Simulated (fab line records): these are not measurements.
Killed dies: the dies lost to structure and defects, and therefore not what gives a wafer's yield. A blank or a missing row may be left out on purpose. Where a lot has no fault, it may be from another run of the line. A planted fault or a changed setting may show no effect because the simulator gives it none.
A lot that was struck, set against a sound lot :: flow n5-finfet :: 13 out of 1938 route steps
Sound: the wafers L912.1, L912.2, L912.4. The struck wafers were L903.2, L903.3, L903.4. The cause is named last.
Order at every step that has rows: each side's tool, ch and its chambers, its first start. Under that, the readings that differ: sound wafers :: struck wafers :: difference of the means :: sigmas: that difference in standard deviations of wafers without a fault.
alike: a reading whose means differ by less than 2 such deviations, as well as words and numbers matching on both sides. not compared: withheld readings; readings where some wafer has no value; bounds like >300 that might hide an equal value; numbers whose values overlap and for which the record gives no deviation.
A row with sigmas, a row that says differs or no value, or rows on one side alone: a step with any of these is where the two part. Numbers that have no deviation but don't overlap get no sigmas and don't part them. A reading missing from all wafers of one side parts the sides only when that side holds two or more wafers.

first, 9 steps without rows for these wafers: N5_BEOL_M0_SAQP_EXPOSE_37 (exposes mask M0 CUT1, target cd 30 nm); N5_BEOL_M0_SAQP_PEB_38 (peb time 60 s); N5_BEOL_M0_SAQP_DEVELOP_39 (develop time 30 s); N5_BEOL_M0_SAQP_DESCUM_45 (chemistry O2, time 7 s); N5_BEOL_M0_SAQP_ETCH_88 (etches underlayer in N2/H2, target depth 6.5 nm, time 5.2 s); N5_BEOL_M0_SAQP_ETCH_73 (etches SiARC in CF4, target depth 19.5 nm, time 32.5 s); N5_BEOL_M0_SAQP_CUT_ETCH_46 (etches SOC in N2/H2, target depth 135 nm, overetch 27 nm, time 202.5 s); N5_BEOL_M0_SAQP_STRIP_74 (strips in N2/H2); N5_BEOL_M0_SAQP_STRIP_89 (strips in N2/H2).
N5_BEOL_M0_SAQP_ALD_48: deposits SiO2, target thk 20 nm, pulse time 1 s, co reactant pulse time 1 s.
  sound on ald-sin-02 ch 0,1, day 10 12:57; struck on ald-sin-03 ch 0,1,2, day 8 10:36
  no value came back on the struck wafers for any of 5 readings (ald-cycles, chamber-pressure-Torr (Torr) and others); on the sound wafers ald-cycles reads 139 139 139
then, 1 step without rows for these wafers: N5_BEOL_M0_SAQP_ETCH_49 (etches SiO2 in CF4/O2, target depth 37 nm).
N5_BEOL_M4_RC_MEAS_101:
  the record has rows for the sound wafers here (prober-01 ch 0, day 13 01:18) and none for the struck ones
-- a jump in the record: the struck wafers' starts before and after are 8 days apart (it breaks off in module BEOL_M4 and resumes in module PASSIVATION, where the first step shown is number 1936 of the route) --
N5_PASSIVATION_PROBE_49:
  rows exist in the record for the struck wafers here (prober-01, day 16 04:31), but not for the sound ones

== WHERE THEY PART ==
At N5_BEOL_M0_SAQP_ALD_48 first; at N5_PASSIVATION_PROBE_49 last (within this record only).

WHY: what the simulator had put in
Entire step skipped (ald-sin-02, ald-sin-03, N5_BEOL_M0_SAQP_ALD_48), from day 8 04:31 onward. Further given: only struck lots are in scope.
